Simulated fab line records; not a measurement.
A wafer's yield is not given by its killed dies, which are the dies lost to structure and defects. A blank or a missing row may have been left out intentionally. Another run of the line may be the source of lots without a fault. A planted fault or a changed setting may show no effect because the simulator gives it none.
Problem report, 8D (eight disciplines) form, completed by code    flow nandHarc    the parts of the form that need people (team, actions taken, sign-off) are left out

1. WHAT WENT WRONG
Wafers without a fault read 996 nm, standard deviation 12; thkNm at NHARC_A_ONON_D1_THK_MEAS_24 reads a mean of 1067 nm on 6 wafers belonging to 2 lots. Relative to the usual mean, that is a shift of +5.9 standard deviations.
The step: measures by ellipsometry.
The first sign was on wafer L210.1 at day 12 15:46, on filmMetro-02. At this step, 42 wafers from 14 lots have a number in the record. Rule for "out", or "out of limits": more than 4 standard deviations from the usual mean. The other wafers with a number count as sound.

2. WHAT IT IS, AND WHAT IT ISN'T
question                     is                          is not
which readings at this step  thkNm                       -
which lots                   L210, L212                  L200, L204, L205, L206, L207, L211, L218, L219, L220, L221, L222, L223
which wafers of those lots   all that have a number      -
read on which gauges         filmMetro-01, filmMetro-02  -
when                         from day 12 15:46           up to then (15 sound wafers); but 21 sound wafers of L211, L218, L219, L220, L221, L222, L223 came after

3. SUSPECTS, AND WHAT RULES EACH OUT
Counting: a tool at a process step up to the reading stays a suspect if it ran every lot that is out and no sound lot after the first of them.
- the gauge at NHARC_A_ONON_D1_THK_MEAS_24: ruled out. Those wafers that are out were read across 2 gauges (filmMetro-01, filmMetro-02).
- pecvdOnon-03 at NHARC_A_ONON_D1_DEP_22 (target thk 1000 nm): ruled out as a lasting fault. Sound lots L221 ran on it after its first lot that is out, L210 (day 12 15:15).
Left after counting: nothing in the record.

4. THE CAUSE (what the simulator had put in)
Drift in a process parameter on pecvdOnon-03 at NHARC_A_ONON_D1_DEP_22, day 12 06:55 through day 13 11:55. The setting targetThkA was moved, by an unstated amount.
It was ruled out by counting, in error; the rule expects a fault to strike all lots run on its tool from its start on, and this fault did not.

5. THE EFFECT CHAIN, in route order
Rows list readings where the struck wafers' mean (over those with a number) sits beyond 3 standard deviations from the usual. Only readings for which the record gives a usual standard deviation are gone through. hours: the time from each lot's start at the first step in this table that gives one to its start at this step, as a median over the lots. sigmas: the change in usual standard deviations.
hours  step                         reading  usual   on struck wafers  change  sigmas
0      NHARC_A_ONON_D1_THK_MEAS_24  thkNm    996 nm  1067              +71     +5.9

6. HOW IT WOULD HAVE BEEN CAUGHT EARLIER
Counted from the fault's start at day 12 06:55, it took 9 hours until the first out-of-limits reading at a measuring or inspecting step in this record, taken at day 12 15:46.
